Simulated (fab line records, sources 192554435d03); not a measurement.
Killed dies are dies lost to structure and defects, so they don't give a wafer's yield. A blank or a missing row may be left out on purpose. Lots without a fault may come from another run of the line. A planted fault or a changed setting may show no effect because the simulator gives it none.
Chamber matching | flow n5_finfet | N5_BEOL_M12_ILD_DEP_00 on pecvd-01: 3 sister chambers
The step deposits SiOC from DEMS/O2, target thk 658.92 nm, time 130.7 s. 6 wafers are shown with their chamber, then 11 later ones without.

WAFERS WITH THEIR CHAMBER
wafer  | chamber | heater_power_w (W) | throttle_valve_pct (%)
L085.5 | 2       | 360                | 11.7
L087.2 | 2       | 339                | 12.0
L086.1 | 0       | 350                | 12.0
L086.2 | 1       | 498                | 11.3
L086.5 | 1       | 525                | 11.6
L088.1 | 0       | 359                | 11.9

WAFERS WITHOUT THEIR CHAMBER
wafer  | heater_power_w (W) | throttle_valve_pct (%)
L088.2 | 376                | 12.2
L088.6 | 370                | 12.1
L091.1 | 447                | 12.1
L091.2 | 532                | 11.7
L091.3 | 340                | 12.1
L094.4 | 517                | 11.7
L094.5 | 352                | 12.0
L094.6 | 297                | 12.1
L097.2 | 332                | 12.3
L097.3 | 514                | 11.6
L097.4 | 541                | 11.6

WHICH CHAMBER EACH WENT THROUGH
wafer  | from the rows above          | in truth
L088.2 | can't be placed: 0 or 2      | 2
L088.6 | can't be placed: 0 or 2      | 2
L091.1 | can't be placed: 1 or 0 or 2 | 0
L091.2 | 1                            | 1
L091.3 | can't be placed: 0 or 2      | 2
L094.4 | 1                            | 1
L094.5 | can't be placed: 0 or 2      | 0
L094.6 | can't be placed: 2 or 0      | 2
L097.2 | can't be placed: 0 or 2      | 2
L097.3 | 1                            | 1
L097.4 | 1                            | 1
Placed correctly: 4 of 11. Can't be placed from these rows: 7 (the true chamber is among the candidates in 7). Placed wrongly: 0.
How it was worked out, from the rows above alone: a wafer's distance from a chamber is the root of the sum, over the readings, of the square of ((its reading less the chamber's mean) divided by the reading's scatter). The wafer belongs to the nearest chamber; if the next one is less than 2 further off, it can't be placed. A chamber's mean is the mean of its shown wafers. The scatter: the root of (the sum of the squares of (reading less its chamber's mean) over the shown wafers, divided by (wafers less chambers)).
